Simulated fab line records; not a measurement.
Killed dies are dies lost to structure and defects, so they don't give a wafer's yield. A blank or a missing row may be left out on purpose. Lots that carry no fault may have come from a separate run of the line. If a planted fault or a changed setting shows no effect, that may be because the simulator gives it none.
Comparing a struck lot with a sound one	flow n5_finfet	15 steps out of a route of 1938
Sound: wafers L468.1, L468.2, L468.5. Struck: wafer L470.3 (left out: L470.2, L470.5 of the same lot, which were not struck); the cause appears at the end.
At each step with rows: each side's tool, then ch and its chambers, then its first start. Under that, the readings that differ: sound wafers	struck wafers	difference of the means	sigmas: that difference in standard deviations of wafers without a fault.
alike: readings whose means differ by less than 2 such deviations, and words and numbers that are the same on both sides. not compared: withheld readings, readings that some wafer has no value for, bounds like >300 that may hide the same value, and numbers for which the record gives no deviation and whose values overlap.
A row with sigmas, a row that says differs or no value, or rows on one side alone: a step with any of these is where the two part. When numbers do not overlap yet have no deviation, they are printed without sigmas and do not part them. Lack of a reading on every wafer of one side parts them only where that side has two or more wafers.

first, 3 steps without rows for these wafers: N5_BEOL_M14_STRIP_69 (strips in N2/H2); N5_BEOL_M14_TRENCH_ETCH_34 (etches SiO2 in C4F8/O2/Ar, target depth 556.65 nm, time 126.9 s); N5_BEOL_M14_STRIP_70 (strips in C4F8/O2/Ar).
N5_BEOL_M14_OCD_MEAS_35:
  sound on ocd-02, day 13 03:51; struck on ocd-02, day 14 09:35
  alike: trench_depth_nm
then, 1 step without rows for these wafers: N5_BEOL_M14_STRIP_37 (strips in O2).
N5_BEOL_M14_ETCH_38: etches SiCN in CF4/N2, target depth 106.5 nm, time 120.6 s.
  sound: rie_diel-04 ch 1,2,3; struck: rie_diel-04 ch 0
reading	sound	struck	difference	sigmas
chamber_pressure_mTorr (mTorr)	40.04 39.99 40.00	39.93	-0.08	-2
rf_vpp_V (V)	384.6 383.3 386.8	379.6	-5.3	-3
  alike: cf4_flow_sccm, drypump_motor_current_A, oes_product_au, showerhead_plenum_p_Torr, throttle_valve_pct
  not compared: rf_hours_counter_h
then, 2 steps without rows for these wafers: N5_BEOL_M14_PRECLEAN_39 (cleans in residue remover, time 60 s); N5_BEOL_M14_SRD_40 (time 30 s, dry time 30 s).
N5_BEOL_M14_DEGAS_41: time 60 s.
  sound on pvd_sputter-02, day 13 04:59; struck on pvd_sputter-02, day 14 10:40
  alike: heater_power_w
N5_BEOL_M14_PRE_CLEAN_42: time 30 s.
  sound on pvd_sputter-02, day 13 05:01; struck on pvd_sputter-02, day 14 10:42
  alike: heater_power_w
N5_BEOL_M14_SPUTTER_43: material TaN, target thk 15 nm, time 24.19 s.
  sound on pvd_sputter-02, day 13 05:04; struck on pvd_sputter-02, day 14 10:44
  alike: cathode_dc_power_W, chamber_pressure_pa, substrate_temp_c, throttle_valve_pct
N5_BEOL_M14_SPUTTER_44: material Ta, target thk 15 nm, time 24.19 s.
  sound on pvd_sputter-02, day 13 05:08; struck on pvd_sputter-02, day 14 10:49
  alike: cathode_dc_power_W, chamber_pressure_pa, substrate_temp_c, throttle_valve_pct
N5_BEOL_M14_SPUTTER_45: material Cu, target thk 100 nm, time 16.67 s.
  sound on pvd_sputter-02, day 13 05:13; struck on pvd_sputter-02, day 14 10:54
reading	sound	struck	difference	sigmas
cathode_dc_power_W (W)	26003 26005 26002	23898	-2105	-99 or more
substrate_temp_c (C)	-20.07 -20.27 -20.00	-19.89	+0.22	+2
  alike: chamber_pressure_pa, throttle_valve_pct
then, 1 step without rows for these wafers: N5_BEOL_M14_ECD_47 (material Cu, target thk 1248 nm).
N5_PASSIVATION_PROBE_49:
  sound on prober-02, day 14 06:58; struck on prober-01, day 15 11:26
reading	sound	struck	difference	sigmas
killed_at_M4_up	6 7 7	20	+13	+3
  alike: defect_limited_yield, killed_at_M0_to_M3, killed_at_contacts, killed_at_front_end, killed_at_other, killed_dies, killed_open, killed_short, sort_bin_5_function, sort_bin_6_memory, sort_bin_8_speed, sort_n_pass, sort_yield_pct

== WHERE THEY PART ==
First at N5_BEOL_M14_ETCH_38; last, within this record, at N5_PASSIVATION_PROBE_49.

WHY: whatever the simulator had introduced
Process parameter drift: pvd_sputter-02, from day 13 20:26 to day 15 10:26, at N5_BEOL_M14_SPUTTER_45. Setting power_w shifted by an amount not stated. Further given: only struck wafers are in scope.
